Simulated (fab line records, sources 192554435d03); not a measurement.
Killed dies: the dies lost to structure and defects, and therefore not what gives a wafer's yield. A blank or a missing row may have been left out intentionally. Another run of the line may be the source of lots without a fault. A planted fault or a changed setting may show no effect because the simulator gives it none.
Matching of chambers ; flow n5_finfet ; 4 sister chambers for N5_BEOL_M1_ETCH_69 on rie_diel-06
The step etches SiARC in CF4, target depth 15.6 nm, time 26 s. 4 wafers are shown with their chamber, then 7 later ones without.

WAFERS PAIRED WITH THEIR CHAMBERS
wafer;chamber;etch_rf_on_time_s (s)
L086.3;1;26.0
L092.2;2;24.6
L095.1;3;27.3
L095.4;0;26.2

WAFERS WITHOUT THEIR CHAMBER
wafer;etch_rf_on_time_s (s)
L095.6;27.1
L096.2;24.8
L096.4;27.1
L096.5;24.8
L097.3;25.1
L097.5;25.0
L097.6;26.5

THE CHAMBER EACH PASSED THROUGH
wafer;from the rows above;in truth
L095.6;3;3
L096.2;2;2
L096.4;3;3
L096.5;2;2
L097.3;can't be placed: 2 or 1 or 0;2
L097.5;can't be placed: 2 or 1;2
L097.6;can't be placed: 0 or 1 or 3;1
4 of 7 placed correctly. Unplaceable from these rows: 3, with the true chamber sitting among the candidates in 3. Wrongly placed: 0.
How it was worked out, from the rows above alone: a wafer's distance from a chamber is the root of the sum, over the readings, of the square of ((its reading less the chamber's mean) divided by the reading's scatter). The wafer belongs to the nearest chamber; if the next one is less than 2 further off, it can't be placed. For every chamber, the mean is computed from those of its wafers that are shown. The scatter: root of mean squared gap, hidden wafer to nearest shown wafer, with one shown wafer a chamber.
